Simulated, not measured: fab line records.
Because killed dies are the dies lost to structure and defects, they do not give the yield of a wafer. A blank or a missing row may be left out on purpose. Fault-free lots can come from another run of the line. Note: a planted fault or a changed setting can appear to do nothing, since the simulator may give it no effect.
Split-lot experiment    flow n5_finfet    21 wafers read across 7 lots, on a route 1938 steps long

== SPLIT DETAILS ==
At N5_BEOL_M0_ETCH_138 (etches SiCN in CH3F/O2, target depth 12 nm, time 31.6 s), the setting source_w was moved away from the recipe's 395 W on 4 of the 21 wafers read, by -17.4% to +9.3%. All remaining wafers had this setting at the recipe value.

Reading taken at the split's own step.

== THE READING ==
rf_vpp_V, in V, at N5_BEOL_M0_ETCH_138 (etches SiCN in CH3F/O2, target depth 12 nm, time 31.6 s). On this fab line, fault-free wafers typically give 298.5 V with a standard deviation of 1.2 V.

wafer   tool, chamber at the split  source_w as run, W  against the recipe  rf_vpp_V, V  against lot-mates on the recipe
L074.3  rie_diel-04, 3              395                 recipe              295.3        -
L074.4  rie_diel-04, 1              395                 recipe              298.7        -
L074.5  rie_diel-04, 0              395                 recipe              300.0        -
L076.1  rie_diel-05, 0              395                 recipe              300.1        -
L076.4  rie_diel-05, 3              341.5               -13.5%              313.3        +13.6
L076.6  rie_diel-05, 3              395                 recipe              299.4        -
L080.2  rie_diel-05, 0              356.3               -9.8%               309.0        +9.2
L080.5  rie_diel-05, 0              395                 recipe              299.8        -
L080.6  rie_diel-05, 3              395                 recipe              299.7        -
L081.3  rie_diel-01, 3              395                 recipe              298.3        -
L081.4  rie_diel-01, 2              395                 recipe              297.9        -
L081.6  rie_diel-01, 1              431.9               +9.3%               290.7        -7.4
L088.1  rie_diel-01, 0              395                 recipe              299.8        -
L088.2  rie_diel-01, 3              395                 recipe              298.1        -
L088.5  rie_diel-01, 0              395                 recipe              297.5        -
L090.1  rie_diel-01, 1              395                 recipe              299.1        -
L090.4  rie_diel-01, 0              326.2               -17.4%              318.5        +19.6
L090.6  rie_diel-01, 0              395                 recipe              298.7        -
L097.1  rie_diel-05, 0              395                 recipe              298.0        -
L097.2  rie_diel-05, 2              395                 recipe              299.1        -
L097.5  rie_diel-05, 3              395                 recipe              299.2        -

THE FIT
A straight line over all 21 wafers: rf_vpp_V changes by -1.06 V for each +1% of source_w; r = -0.98; the points scatter about the line by 1.2 V.
The same after taking each lot's own level away (the mean of its wafers on the recipe; 21 wafers): -1.01 V for each +1%; r = -0.98; scatter 1.1 V.
The reading moves by 18 V for the largest change in source_w, on that fit.
From 298.00 to 299.75 V: that is the span of the lots' own levels, equal to 1.5 times the standard deviation above.
The two slopes agree, so the slope changes little with the lot-to-lot level.
Check: +16.3 V against its lot-mates is what the line predicts for one of the wafers moved furthest among these (-17.4%) when that wafer is left out of the fit. It came out at +19.6 V against them.
Tool readings at the split's step, against how far the setting was moved: rf_vpp_V r = -0.98.

== THESE WAFERS: OTHER SPLITS ==
These wafers also went through other splits before the reading. Each is held against what the fit with the lots' levels taken away leaves over:
other split on the same wafers  wafers away from the commonest value  r with rf_vpp_V (lot level and that fit taken away)
N5_SDB_COAT_05 spin_rpm         8                                     -0.04
N5_HKMG_FIN_PEB_10 peb_time_s   7                                     +0.26
N5_HKMG_FIN_DESCUM_17 time_s    8                                     -0.26
N5_GATE_CUT_ALD_22 ald_cycles   7                                     +0.00

== FILE'S OWN FIT ==
rf_vpp_V changes by -1.02 V for each +1% of source_w, r = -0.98.
